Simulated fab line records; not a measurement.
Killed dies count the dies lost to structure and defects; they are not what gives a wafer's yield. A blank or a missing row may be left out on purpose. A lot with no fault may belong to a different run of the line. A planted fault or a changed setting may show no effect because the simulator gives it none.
Which tool is to blame? | flow n5-finfet | Sampling: 24 lots, 72 wafers, 4 of 1938 route steps

## WHAT EACH GAUGE READ, for each wafer
N5_BEOL_M5_OVL_MEAS_12. Usual: M5_OVL gives 0.1 nm (standard deviation 0.65).
lot  | measured     | on         | M5_OVL (nm)    | flag
L075 | day 7 22:57  | overlay-01 | 0.2 0.0 0.3    |
L074 | day 8 03:12  | overlay-01 | -0.4 0.6 0.6   |
L076 | day 8 06:18  | overlay-01 | -0.2 0.4 -1.7  |
L077 | day 8 20:35  | overlay-02 | -0.2 0.9 0.2   |
L078 | day 8 20:56  | overlay-01 | 1.1 0.3 1.2    |
L079 | day 9 03:39  | overlay-01 | -0.4 0.4 -0.9  |
L080 | day 9 12:53  | overlay-02 | -0.2 0.5 -0.1  |
L081 | day 9 22:02  | overlay-02 | 0.0 -0.6 -0.5  |
L082 | day 9 22:43  | overlay-01 | -0.5 -0.1 0.5  |
L084 | day 10 04:12 | overlay-01 | 0.3 1.4 1.2    |
L083 | day 10 07:28 | overlay-02 | -0.8 0.1 -0.4  |
L085 | day 10 13:45 | overlay-01 | 0.1 -0.5 0.1   |
L087 | day 11 11:50 | overlay-02 | -0.3 -0.2 -1.2 |
L086 | day 11 14:33 | overlay-02 | 0.4 0.3 1.2    |
L088 | day 11 19:43 | overlay-01 | 1.4 1.7 1.5    |
L089 | day 12 14:53 | overlay-02 | 0.5 -0.2 -0.4  |
L093 | day 12 15:13 | overlay-01 | 0.0 -0.6 0.2   |
L090 | day 12 15:19 | overlay-02 | -1.0 -0.6 -0.3 |
L091 | day 12 18:05 | overlay-02 | 0.0 -0.7 0.3   |
L092 | day 13 02:23 | overlay-02 | 0.6 0.4 0.2    |
L095 | day 13 17:00 | overlay-02 | -1.0 -1.3 -0.8 |
L094 | day 13 22:04 | overlay-01 | -0.1 0.7 0.0   |
L097 | day 14 04:38 | overlay-02 | -0.4 0.3 -1.0  |
L096 | day 14 12:32 | overlay-02 | 0.7 0.8 0.2    |

N5_BEOL_M5_CD_MEAS_18: pitch 56 nm, target cd 28 nm. Usual: cd-nm reads 27.8 nm (standard deviation 0.36).
lot  | measured     | on        | cd-nm (nm)     | flag
L075 | day 7 23:40  | cd-sem-02 | 27.9 28.0 27.9 |
L074 | day 8 03:43  | cd-sem-01 | 27.4 27.6 27.7 |
L076 | day 8 06:49  | cd-sem-01 | 27.9 28.5 27.7 |
L077 | day 8 21:17  | cd-sem-02 | 27.3 27.7 28.0 |
L078 | day 8 21:36  | cd-sem-01 | 27.3 28.5 27.8 |
L079 | day 9 04:10  | cd-sem-02 | 28.1 27.7 27.5 |
L080 | day 9 13:25  | cd-sem-01 | 28.0 27.9 28.3 |
L081 | day 9 22:47  | cd-sem-01 | 27.7 27.9 28.1 |
L082 | day 9 23:24  | cd-sem-01 | 27.6 28.0 28.1 |
L084 | day 10 04:48 | cd-sem-03 | 27.7 27.9 28.3 |
L083 | day 10 08:15 | cd-sem-01 | 27.3 28.6 28.7 |
L085 | day 10 14:16 | cd-sem-02 | 28.0 27.2 28.7 |
L087 | day 11 12:22 | cd-sem-03 | 27.7 27.4 27.1 |
L086 | day 11 15:06 | cd-sem-01 | 27.6 27.8 28.0 |
L088 | day 11 20:28 | cd-sem-02 | 28.3 27.1 27.1 |
L089 | day 12 15:31 | cd-sem-02 | 28.3 28.4 28.3 |
L093 | day 12 15:52 | cd-sem-01 | 27.3 27.8 27.7 |
L090 | day 12 15:58 | cd-sem-03 | 27.3 27.2 28.3 |
L091 | day 12 18:41 | cd-sem-03 | 27.6 27.6 27.7 |
L092 | day 13 03:03 | cd-sem-03 | 28.2 27.8 27.7 |
L095 | day 13 17:34 | cd-sem-03 | 27.5 27.7 27.7 |
L094 | day 13 22:40 | cd-sem-02 | 28.1 28.1 28.5 |
L097 | day 14 05:27 | cd-sem-03 | 27.2 27.8 27.4 |
L096 | day 14 13:04 | cd-sem-02 | 28.0 27.8 27.7 |

N5_BEOL_M5_OVL_MEAS_29. Usual: V4_OVL gives 0.0 nm (standard deviation 0.6).
lot  | measured     | on         | V4_OVL (nm)    | flag
L075 | day 8 00:35  | overlay-02 | 0.9 -0.1 0.7   |
L074 | day 8 05:05  | overlay-02 | 0.2 -0.4 0.3   |
L076 | day 8 07:13  | overlay-01 | -1.3 0.4 -0.1  |
L077 | day 8 21:38  | overlay-01 | 1.0 0.8 1.0    |
L078 | day 8 22:50  | overlay-02 | 0.9 0.2 -1.2   |
L079 | day 9 08:29  | overlay-01 | -0.7 0.2 -0.9  |
L080 | day 9 15:18  | overlay-02 | -0.5 0.2 -0.7  |
L081 | day 10 00:20 | overlay-01 | 0.5 0.3 -0.1   |
L082 | day 10 00:30 | overlay-01 | 0.4 0.4 0.8    |
L084 | day 10 06:00 | overlay-02 | -0.1 -0.1 0.0  |
L083 | day 10 10:48 | overlay-01 | 0.2 0.3 -0.4   |
L085 | day 10 17:05 | overlay-01 | 1.7 0.3 -0.1   |
L087 | day 11 12:55 | overlay-02 | 0.1 -0.2 0.2   |
L086 | day 11 20:22 | overlay-02 | 1.0 0.0 0.4    |
L088 | day 11 20:49 | overlay-02 | -0.6 -0.2 -0.6 |
L089 | day 12 16:03 | overlay-02 | -0.6 -0.1 -1.2 |
L093 | day 12 16:54 | overlay-02 | 0.0 0.2 0.3    |
L090 | day 12 16:40 | overlay-01 | -0.6 -0.1 -0.1 |
L091 | day 13 02:34 | overlay-01 | 0.2 0.0 -1.2   |
L092 | day 13 06:17 | overlay-02 | 0.4 0.1 0.2    |
L095 | day 13 17:59 | overlay-02 | -0.7 -0.7 -0.9 |
L094 | day 14 00:37 | overlay-01 | 0.1 -0.4 -0.3  |
L097 | day 14 07:20 | overlay-02 | 0.0 0.5 -0.4   |
L096 | day 14 13:25 | overlay-02 | 0.2 1.2 -0.1   |

## EACH LOT AND THE TOOL THAT RAN IT (in order: tool; ch and the chambers of the sampled wafers; start)
lot  | N5_BEOL_M5_ETCH_62
L075 | rie-diel-06 ch 0,1,3, day 7 23:07
L074 | rie-diel-06 ch 0,2,3, day 8 03:22
L076 | rie-diel-03 ch 0,2,3, day 8 06:28
L077 | rie-diel-03 ch 1,2,3, day 8 20:55
L078 | rie-diel-03 ch 2,3, day 8 21:15
L079 | rie-diel-03 ch 1,2,3, day 9 03:49
L080 | rie-diel-06 ch 0,2,3, day 9 13:04
L081 | rie-diel-06 ch 1,3, day 9 22:11
L082 | rie-diel-01 ch 0,1,3, day 9 22:54
L084 | rie-diel-03 ch 0,3, day 10 04:22
L083 | rie-diel-06 ch 0,2, day 10 07:49
L085 | rie-diel-01 ch 0,2,3, day 10 13:55
L087 | rie-diel-01 ch 2,3, day 11 12:00
L086 | rie-diel-06 ch 0,1,3, day 11 14:43
L088 | rie-diel-01 ch 0,2,3, day 11 20:07
L089 | rie-diel-06 ch 0,1,3, day 12 15:04
L093 | rie-diel-01 ch 0,1, day 12 15:23
L090 | rie-diel-01 ch 0,2,3, day 12 15:37
L091 | rie-diel-01 ch 0,1,3, day 12 18:20
L092 | rie-diel-03 ch 1,2,3, day 13 02:34
L095 | rie-diel-03 ch 0,1,2, day 13 17:10
L094 | rie-diel-03 ch 1,2, day 13 22:13
L097 | rie-diel-01 ch 0,1,2, day 14 04:52
L096 | rie-diel-03 ch 0,2, day 14 12:43
- N5_BEOL_M5_ETCH_62: etches SOC in N2/H2, target depth 75 nm, overetch 15 nm, time 112.5 s.

## AS READ BY THE TOOLS THEMSELVES (means over the sampled wafers that have a number; for cases with no such wafer, the mark the record gives instead)
N5_BEOL_M5_ETCH_62. Usual: drypump-motor-current-A 5.7 A, standard deviation 0.56; oes-product-au 0.62 a.u., standard deviation 0.065; rf-fwd-power-W 836.5 W, standard deviation 2.8; rf-vpp-V 524.0 V, standard deviation 2.2; showerhead-plenum-p-Torr 2.55 Torr, standard deviation 0.076; throttle-valve-pct 17.80 %, standard deviation 0.21.
lot  | tool        | drypump-motor-current-A (A) | oes-product-au (a.u.) | rf-fwd-power-W (W) | rf-vpp-V (V) | showerhead-plenum-p-Torr (Torr) | throttle-valve-pct (%) | flag
L075 | rie-diel-06 | 5.7                         | 0.61                  | 834.5              | 524.7        | 2.52                            | 17.75                  |
L074 | rie-diel-06 | 5.7                         | 0.65                  | 837.9              | 523.5        | 2.52                            | 17.66                  |
L076 | rie-diel-03 | 6.2                         | 0.54                  | 837.2              | 524.9        | 2.58                            | 17.95                  |
L077 | rie-diel-03 | 5.9                         | 0.60                  | 834.4              | 525.3        | 2.58                            | 17.86                  |
L078 | rie-diel-03 | 5.8                         | 0.54                  | 838.8              | 524.8        | 2.59                            | 17.99                  |
L079 | rie-diel-03 | 5.9                         | 0.60                  | 835.0              | 525.0        | 2.58                            | 17.87                  |
L080 | rie-diel-06 | 5.6                         | 0.64                  | 836.8              | 524.9        | 2.52                            | 17.66                  |
L081 | rie-diel-06 | 5.5                         | 0.61                  | 839.9              | 525.8        | 2.61                            | 17.70                  |
L082 | rie-diel-01 | 5.3                         | 0.58                  | 834.7              | 523.3        | 2.53                            | 17.97                  |
L084 | rie-diel-03 | 6.1                         | 0.69                  | 834.8              | 525.9        | 2.62                            | 17.73                  |
L083 | rie-diel-06 | 5.4                         | 0.66                  | 837.9              | 521.9        | 2.46                            | 17.59                  |
L085 | rie-diel-01 | 5.7                         | 0.60                  | 834.3              | 522.9        | 2.50                            | 17.99                  |
L087 | rie-diel-01 | 6.0                         | 0.60                  | 835.8              | 523.1        | 2.51                            | 17.91                  |
L086 | rie-diel-06 | 5.7                         | 0.59                  | 838.7              | 523.6        | 2.52                            | 17.79                  |
L088 | rie-diel-01 | 5.7                         | 0.60                  | 834.2              | 523.2        | 2.50                            | 18.00                  |
L089 | rie-diel-06 | 5.7                         | 0.58                  | 835.4              | 523.6        | 2.51                            | 17.82                  |
L093 | rie-diel-01 | 4.9                         | 0.56                  | 837.5              | 525.6        | 2.59                            | 17.94                  |
L090 | rie-diel-01 | 5.7                         | 0.58                  | 836.1              | 521.8        | 2.50                            | 18.01                  |
L091 | rie-diel-01 | 5.3                         | 0.56                  | 837.2              | 523.0        | 2.53                            | 18.02                  |
L092 | rie-diel-03 | 5.9                         | 0.64                  | 835.8              | 524.3        | 2.56                            | 17.76                  |
L095 | rie-diel-03 | 6.3                         | 0.69                  | 841.0              | 523.8        | 2.56                            | 17.61                  |
L094 | rie-diel-03 | 6.0                         | 0.68                  | 831.1              | 524.2        | 2.55                            | 17.65                  |
L097 | rie-diel-01 | 5.4                         | 0.58                  | 837.2              | 524.9        | 2.56                            | 17.95                  |
L096 | rie-diel-03 | 6.5                         | 0.70                  | 836.0              | 523.7        | 2.56                            | 17.61                  |

## THE ANSWER, worked out from the rows above alone
Rule: a lot counts as off when the mean over its wafers that have a number is more than 3 standard deviations away from the usual mean. Also off: a lot with no number at a reading for which 4 or more lots have one. All remaining lots with rows at the step are treated as sound. First the gauges in route order, then the tools' own readings, where a lot's mean is used as printed above. At the first step where some lot is off, the reading lying furthest off is the one used; lots without a number count as furthest.
No lot is off on any of the readings shown, so nothing can be concluded from this.

## WHAT THE SIMULATOR PUT IN
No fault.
